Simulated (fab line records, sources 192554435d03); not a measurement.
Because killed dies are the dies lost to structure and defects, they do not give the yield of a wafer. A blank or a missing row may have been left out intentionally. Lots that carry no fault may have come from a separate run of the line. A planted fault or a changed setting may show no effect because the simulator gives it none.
Matching of chambers :: flow n5_finfet :: N5_BEOL_M1_STRIP_66 on rie_diel-06: 4 sister chambers
The step strips in CF4. 14 wafers are shown with their chamber, then 7 later ones without.

## EACH WAFER AND ITS CHAMBER
wafer: L080.1
chamber: 3
drypump_motor_current_A (A): 5.9
showerhead_plenum_p_Torr (Torr): 1.75
oes_product_au (a.u.): 0.85

wafer: L080.4
chamber: 1
drypump_motor_current_A (A): 6.6
showerhead_plenum_p_Torr (Torr): 1.89
oes_product_au (a.u.): 0.88

wafer: L080.6
chamber: 3
drypump_motor_current_A (A): 5.9
showerhead_plenum_p_Torr (Torr): 1.75
oes_product_au (a.u.): 0.85

wafer: L086.1
chamber: 3
drypump_motor_current_A (A): 5.9
showerhead_plenum_p_Torr (Torr): 1.75
oes_product_au (a.u.): 0.83

wafer: L086.2
chamber: 2
drypump_motor_current_A (A): 5.6
showerhead_plenum_p_Torr (Torr): 1.77
oes_product_au (a.u.): 0.69

wafer: L086.6
chamber: 2
drypump_motor_current_A (A): 5.6
showerhead_plenum_p_Torr (Torr): 1.77
oes_product_au (a.u.): 0.69

wafer: L087.1
chamber: 1
drypump_motor_current_A (A): 6.6
showerhead_plenum_p_Torr (Torr): 1.88
oes_product_au (a.u.): 0.86

wafer: L087.2
chamber: 3
drypump_motor_current_A (A): 5.9
showerhead_plenum_p_Torr (Torr): 1.75
oes_product_au (a.u.): 0.84

wafer: L087.3
chamber: 0
drypump_motor_current_A (A): 5.8
showerhead_plenum_p_Torr (Torr): 1.76
oes_product_au (a.u.): 0.93

wafer: L088.1
chamber: 0
drypump_motor_current_A (A): 5.8
showerhead_plenum_p_Torr (Torr): 1.76
oes_product_au (a.u.): 0.92

wafer: L088.4
chamber: 2
drypump_motor_current_A (A): 5.7
showerhead_plenum_p_Torr (Torr): 1.77
oes_product_au (a.u.): 0.69

wafer: L088.5
chamber: 2
drypump_motor_current_A (A): 5.7
showerhead_plenum_p_Torr (Torr): 1.77
oes_product_au (a.u.): 0.69

wafer: L090.3
chamber: 0
drypump_motor_current_A (A): 5.8
showerhead_plenum_p_Torr (Torr): 1.76
oes_product_au (a.u.): 0.91

wafer: L090.4
chamber: 3
drypump_motor_current_A (A): 5.9
showerhead_plenum_p_Torr (Torr): 1.74
oes_product_au (a.u.): 0.82

SIGNATURES, as means of the wafers listed above
reading: drypump_motor_current_A
chamber 0: 5.800
chamber 1: 6.600
chamber 2: 5.650
chamber 3: 5.900
scatter within a chamber: 0.0316

reading: showerhead_plenum_p_Torr
chamber 0: 1.7600
chamber 1: 1.8850
chamber 2: 1.7700
chamber 3: 1.7480
scatter within a chamber: 0.00361

reading: oes_product_au
chamber 0: 0.9200
chamber 1: 0.8700
chamber 2: 0.6900
chamber 3: 0.8380
scatter within a chamber: 0.0104
Rule: a wafer lies at a distance from a chamber equal to the root of the sum of squares, over the readings, of (its reading less the chamber's mean, divided by the reading's scatter). If the next closest chamber is less than 2 further off than the closest, the wafer can't be placed; otherwise it belongs to the closest. The scatter is the square root of a quotient: the sum, over the shown wafers, of each reading's squared deviation from its chamber's mean, divided by wafers minus chambers.

## WAFERS WHOSE CHAMBER IS MISSING
wafer: L090.6
drypump_motor_current_A (A): 5.8
showerhead_plenum_p_Torr (Torr): 1.76
oes_product_au (a.u.): 0.91

wafer: L091.1
drypump_motor_current_A (A): 5.9
showerhead_plenum_p_Torr (Torr): 1.74
oes_product_au (a.u.): 0.82

wafer: L091.2
drypump_motor_current_A (A): 5.8
showerhead_plenum_p_Torr (Torr): 1.75
oes_product_au (a.u.): 0.91

wafer: L091.6
drypump_motor_current_A (A): 5.6
showerhead_plenum_p_Torr (Torr): 1.76
oes_product_au (a.u.): 0.68

wafer: L092.1
drypump_motor_current_A (A): 5.8
showerhead_plenum_p_Torr (Torr): 1.75
oes_product_au (a.u.): 0.89

wafer: L092.2
drypump_motor_current_A (A): 5.9
showerhead_plenum_p_Torr (Torr): 1.74
oes_product_au (a.u.): 0.82

wafer: L092.3
drypump_motor_current_A (A): 6.7
showerhead_plenum_p_Torr (Torr): 1.88
oes_product_au (a.u.): 0.85

## THE CHAMBER EACH PASSED THROUGH
wafer: L090.6
from the rows above: 0
in truth: 0

wafer: L091.1
from the rows above: 3
in truth: 3

wafer: L091.2
from the rows above: 0
in truth: 0

wafer: L091.6
from the rows above: 2
in truth: 2

wafer: L092.1
from the rows above: can't be placed: 0 or 3
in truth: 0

wafer: L092.2
from the rows above: 3
in truth: 3

wafer: L092.3
from the rows above: 1
in truth: 1
Correct placement for 6 of the 7. Not placeable from these rows: 1 (in 1, the candidates include the true chamber). Wrongly placed: 0.
